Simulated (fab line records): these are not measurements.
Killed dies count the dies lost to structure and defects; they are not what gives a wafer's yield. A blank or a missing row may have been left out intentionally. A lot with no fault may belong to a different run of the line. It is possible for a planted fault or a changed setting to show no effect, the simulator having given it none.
Split-lot trial    flow n5_finfet    21 wafers read across 7 lots, on a route 1938 steps long

THE SPLIT ITSELF
At N5_FIN_SAQP_HM_DEP_03 (deposits SiNx from SiH4/NH3/N2, target thk 38 nm, time 33.6 s), the setting time_s was moved away from the recipe's 33.6 s on 10 of the 21 wafers read, by -11.4% to +11.5%. All remaining wafers had this setting at the recipe value.

FROM THE SPLIT TO THE READING: what the file shows between them, 6 steps
- N5_FIN_SAQP_THK_MEAS_05
- N5_FIN_SAQP_EXPOSE_13: exposes mask FIN CORE, target cd 35.6 nm (also split here: dose_mj)
- N5_FIN_SAQP_PEB_14: peb time 60 s
- N5_FIN_SAQP_DEVELOP_15: develop time 30 s
- N5_FIN_SAQP_CD_MEAS_16: target cd 35.6 nm
- N5_FIN_SAQP_MANDREL2_REMOVE_60: chemistry HBr/Cl2/O2, target a-Si, stops on SiNx, bt time 10 s

THE READING
etch.depth_nm (the simulator's own value, which no gauge read), in nm, at N5_FIN_SAQP_HM_OPEN_33 (chemistry CH3F/O2, target SiNx, target depth 49.4 nm, time 70.6 s). There is no usual value for it anywhere in the file. The 11 wafers here that ran the recipe average 37.26 nm, standard deviation 0.52 nm.

wafer   tool, chamber at the split  time_s as run, s  against the recipe  etch.depth_nm, nm  against lot-mates on the recipe
L078.2  pecvd-01, 2                 33.6              recipe              36.79              -
L078.3  pecvd-01, 0                 31.99             -4.8%               34.89              -2.01
L078.6  pecvd-01, 0                 33.6              recipe              37.01              -
L079.1  pecvd-02, 0                 33.6              recipe              36.53              -
L079.3  pecvd-02, 1                 33.6              recipe              37.08              -
L079.4  pecvd-02, 2                 33.6              recipe              38.15              -
L084.3  pecvd-02, 0                 36.47             +8.5%               40.7               +3.30
L084.4  pecvd-02, 2                 36.47             +8.5%               40.76              +3.36
L084.5  pecvd-02, 1                 33.6              recipe              37.4               -
L085.3  pecvd-02, 1                 37.45             +11.5%              41.94              +4.08
L085.4  pecvd-02, 2                 37.45             +11.5%              42.01              +4.15
L085.5  pecvd-02, 1                 33.6              recipe              37.86              -
L088.1  pecvd-02, 1                 33.6              recipe              36.83              -
L088.3  pecvd-02, 2                 35.87             +6.8%               39.4               +2.57
L088.4  pecvd-02, 0                 35.87             +6.8%               40.11              +3.28
L091.2  pecvd-02, 2                 33.6              recipe              37.16              -
L091.3  pecvd-02, 0                 37.41             +11.3%              41.37              +4.30
L091.6  pecvd-02, 2                 33.6              recipe              36.98              -
L097.2  pecvd-02, 2                 29.76             -11.4%              32.63              -5.42
L097.3  pecvd-02, 0                 33.6              recipe              38.05              -
L097.5  pecvd-02, 0                 29.76             -11.4%              33.03              -5.02

THE FIT
A straight line over all 21 wafers: etch.depth_nm changes by +0.396 nm for each +1% of time_s; r = +0.99; the points scatter about the line by 0.45 nm.
The same after taking each lot's own level away (the mean of its wafers on the recipe; 21 wafers): +0.409 nm for each +1%; r = +0.99; scatter 0.39 nm.
According to that fit, moving time_s by its largest amount changes the reading by 4.7 nm.
Across the lots, their own levels run from 36.830 to 38.050 nm, a range of 2.4 times the standard deviation given above.
The two slopes are in agreement: the lot-to-lot level therefore moves the slope only a little.
Check: with one of the wafers moved furthest among these (+11.5%) left out of the fit, the line predicts +4.65 nm for it against its lot-mates. It came out at +4.08 nm against them.

THE OTHER SPLITS THESE WAFERS WENT THROUGH
Before the reading, these wafers also passed through other splits. Each is held against what the fit with the lots' levels taken away leaves over:
other split on the same wafers             wafers away from the commonest value  r with etch.depth_nm (lot level and that fit taken away)
N5_ZERO_LAYER_PECVD_02 time_s              6                                     -0.35
N5_ZERO_LAYER_ETCH_18 icp_w                6                                     +0.13
N5_PMOS_HMC_CHANNEL_EPI_PEB_07 peb_time_s  7                                     +0.32
N5_PMOS_HMC_CHANNEL_EPI_DESCUM_14 time_s   6                                     +0.22
N5_FIN_SAQP_EXPOSE_13 dose_mj              5                                     +0.20

THE WHOLE CHAIN: every reading that the file lists as answering this split, in the file's order
step                     what it does                                                       reading                                                                             change (the file's fit)                r (the file's)
N5_FIN_SAQP_HM_DEP_03    deposits SiNx from SiH4/NH3/N2, target thk 38 nm, time 33.6 s      SiNx_of_FIN_SAQP_HM_DEP_03.thk_nm (the simulator's own value, which no gauge read)  +0.401 nm for each +1% of the setting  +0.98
N5_FIN_SAQP_THK_MEAS_05                                                                     thk_nm                                                                              withheld for each +1% of the setting   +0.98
N5_FIN_SAQP_HM_OPEN_33   chemistry CH3F/O2, target SiNx, target depth 49.4 nm, time 70.6 s  etch_rf_on_time_s                                                                   withheld for each +1% of the setting   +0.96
N5_FIN_SAQP_HM_OPEN_33   chemistry CH3F/O2, target SiNx, target depth 49.4 nm, time 70.6 s  etch.depth_nm (the simulator's own value, which no gauge read)                      +0.401 nm for each +1% of the setting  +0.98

THE FILE'S OWN FIT
etch.depth_nm changes by +0.401 nm for each +1% of time_s, r = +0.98.
